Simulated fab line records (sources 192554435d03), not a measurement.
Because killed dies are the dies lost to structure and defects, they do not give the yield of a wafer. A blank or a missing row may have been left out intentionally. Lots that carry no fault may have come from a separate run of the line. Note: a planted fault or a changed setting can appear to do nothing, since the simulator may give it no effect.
2 desks, one fault :: flow n5-finfet :: what lay behind the numbers comes last; until then each desk has only its own

AT THE TOOL OWNER'S DESK: laser-anneal-02
Per lot that ran on this tool, the mean of the sampled wafers carrying a number, from the tool's own readings at N5_SD_ACTIVATION_LSA_01 (time 0.0008 s). Any lot whose mean is over 4 standard deviations away from the usual mean is out of limits and marked OUT; that distance is given in the brackets.
Columns: A = wafer_temp_C_max at N5_SD_ACTIVATION_LSA_01, usual 1085.6
lot: L118
first seen here: day 4 21:12
A: 1084.3

lot: L122
first seen here: day 6 00:33
A: 1098.3 (+7.9) OUT

lot: L123
first seen here: day 6 07:09
A: 1097.9 (+7.7) OUT
This desk's verdict: out of limits on L122, L123, starting with L122 at day 6 00:33 (wafer_temp_C_max at N5_SD_ACTIVATION_LSA_01). In limits: L118.

METROLOGY DESK
What the gauges read, lot by lot, whatever tool the lot ran on: means of the sampled wafers that have a number. Any lot whose mean is over 4 standard deviations away from the usual mean is out of limits and marked OUT; that distance is given in the brackets. Of its 15 readings 7 are shown: the one that was out of limits first, and those that lie furthest out on some lot.
Columns: A = RS_SD_N at N5_SD_ACTIVATION_RS_MEAS_03, usual 21.95 ohm/sq; B = RS_SD_P at N5_SD_ACTIVATION_RS_MEAS_03, usual 56.1 ohm/sq; C = IOFF_P at N5_BEOL_M4_RC_MEAS_101, usual 0.22 nA/um; D = RC_DENSE_N at N5_BEOL_M4_RC_MEAS_101, usual 19.1 ohm.um; E = RC_N at N5_BEOL_M4_RC_MEAS_101, usual 15.6 ohm.um; F = RS_SD_N at N5_BEOL_M4_RC_MEAS_101, usual 28.5 ohm/sq; G = VT_P at N5_BEOL_M4_RC_MEAS_101, usual -250 mV
lot: L118
first seen here: day 4 21:24
A: 21.73
B: 56.5
C: 0.22
D: 18.5
E: 15.3
F: 28.2
G: -250

lot: L122
first seen here: day 6 00:45
A: 20.65 (-4.7) OUT
B: 55.4
C: 0.28
D: 17.9
E: 14.6
F: 27.1
G: -245

lot: L123
first seen here: day 6 07:21
A: 20.56 (-5.0) OUT
B: 55.7
C: 0.19
D: 17.7
E: 14.4
F: 27.1
G: -250

lot: L132
first seen here: day 8 08:59
A: 22.14
B: 57.3
C: 0.18
D: 19.3
E: 15.7
F: 28.7
G: -255
This desk reports L122, L123 out of limits; the earliest was L122 at day 6 00:45 (RS_SD_N at N5_SD_ACTIVATION_RS_MEAS_03). In limits: L118, L132.

ALL TOGETHER
The tool owner's desk had the chance to raise an alarm at day 6 00:33 on L122, L123.
An alarm was possible from the metrology desk at day 6 00:45, on L122, L123.
Every lot named ran N5_SD_ACTIVATION_LSA_01 on laser-anneal-02.

WHAT HAD BEEN PUT IN BY THE SIMULATOR
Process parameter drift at N5_SD_ACTIVATION_LSA_01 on laser-anneal-02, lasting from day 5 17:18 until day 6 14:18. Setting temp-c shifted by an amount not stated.
Shown lots that were struck: L122, L123.
Delay (hours) between the fault's onset and each desk's first out-of-limits reading: 7 at the tool owner's desk, 7 at the metrology desk.
